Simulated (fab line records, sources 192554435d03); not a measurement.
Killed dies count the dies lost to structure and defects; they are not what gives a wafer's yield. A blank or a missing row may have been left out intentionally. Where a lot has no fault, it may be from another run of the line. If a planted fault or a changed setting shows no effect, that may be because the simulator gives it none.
Problem report in the 8D (eight disciplines) form, filled by code    flow n5Finfet    the parts of the form that need people (team, actions taken, sign-off) are left out

## 1. THE ISSUE
M12_ILD_THK at N5_BEOL_M12_THK_MEAS_01 reads a mean of 1213 nm on 2 wafers of 1 lot; wafers without a fault read 652 nm with a standard deviation of 7.8. Measured from the usual mean, that is +72 standard deviations.
Earliest sighting: wafer L118.2 on filmMetro-02 at day 11 12:29. The record has a number at this step for 8 wafers belonging to 3 lots. Rule for "out" (also "out of limits"): further than 4 standard deviations from the usual mean. Any other wafer with a number is counted as sound.

## 2. WHAT IT IS, WHAT IT ISN'T
question                     is                      is not
which readings at this step  M12_ILD_THK             -
which lots                   L118                    L131, L133
which wafers of those lots   all that have a number  -
read on which gauges         filmMetro-02            filmMetro-01
when                         from day 11 12:29       up to then (0 sound wafers); but 6 sound wafers of L131, L133 came after

## 3. SUSPECTS, AND WHAT RULES EACH OUT
Counting: a tool stays on the suspect list if, at a process step up to the reading, it processed all lots that are out and no sound lot following the first of them.
- the gauge at N5_BEOL_M12_THK_MEAS_01 is ruled out. All the wafers that are out were read on filmMetro-02, but those of them that N5_BEOL_M12_ILD_DEP_00 has rows for are out there too, on other tools.
- pecvd-03 at N5_BEOL_M12_ILD_DEP_00 (deposits SiOC from DEMS/O2, target thk 658.92 nm, time 130.7 s): ruled out as a lasting fault. The sound lots L133 went through it after L118, its earliest lot that is out (day 11 12:21).
Left after counting: nothing in the record.

## 4. THE CAUSE (what the simulator had put in)
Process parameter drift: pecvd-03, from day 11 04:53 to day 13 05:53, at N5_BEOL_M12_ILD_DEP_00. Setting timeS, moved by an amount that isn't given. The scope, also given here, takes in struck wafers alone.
It was ruled out by counting, in error; the rule expects a fault to strike all lots run on its tool from its start on, and this fault did not.

## 5. THE CHAIN OF EFFECTS, in route order
One row per reading whose mean, taken over the struck wafers that have a number, lies over 3 standard deviations from the usual. Scope: only readings with a usual standard deviation given in the record; hours: median across lots of the time from each lot's start at the first step in this table that gives one to its start at this step; sigmas: change in usual standard deviations.
hours  step                     reading               usual       on struck wafers  change  sigmas
0      N5_BEOL_M12_ILD_DEP_00   runLengthS            175.3 s     286.8             +111.5  +99 or more
0      N5_BEOL_M12_THK_MEAS_01  M12_ILD_THK           652 nm      1213              +561    +72
1      N5_BEOL_M12_STRIP_63     oesProductAu          0.693 a.u.  0.229             -0.464  -99 or more
1      N5_BEOL_M12_STRIP_63     stripTimeToEndpointS  43.1 s      0.0               -43.1   -50
1      N5_BEOL_M12_STRIP_64     oesProductAu          0.716 a.u.  0.655             -0.060  -13
1      N5_BEOL_M12_STRIP_64     stripTimeToEndpointS  31.31 s     20.05             -11.26  -99 or more
1      N5_BEOL_M12_CD_MEAS_17   cdNm                  140.3 nm    154.1             +13.8   +6.9
Process steps it contains:
- N5_BEOL_M12_ILD_DEP_00: deposits SiOC from DEMS/O2, target thk 658.92 nm, time 130.7 s.
- N5_BEOL_M12_STRIP_63: strips in N2/H2.
- N5_BEOL_M12_STRIP_64: strips in N2/H2.

## 6. HOW IT WOULD HAVE BEEN CAUGHT EARLIER
8 hours passed between the start of the fault at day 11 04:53 and the first reading out of limits at a measuring or inspecting step in this record, taken at day 11 12:29.
At N5_BEOL_M12_ILD_DEP_00, the tool's own readings (runLengthS) were out on each struck wafer the step has a row for, so an alarm limit on them would have fired on the first such wafer.
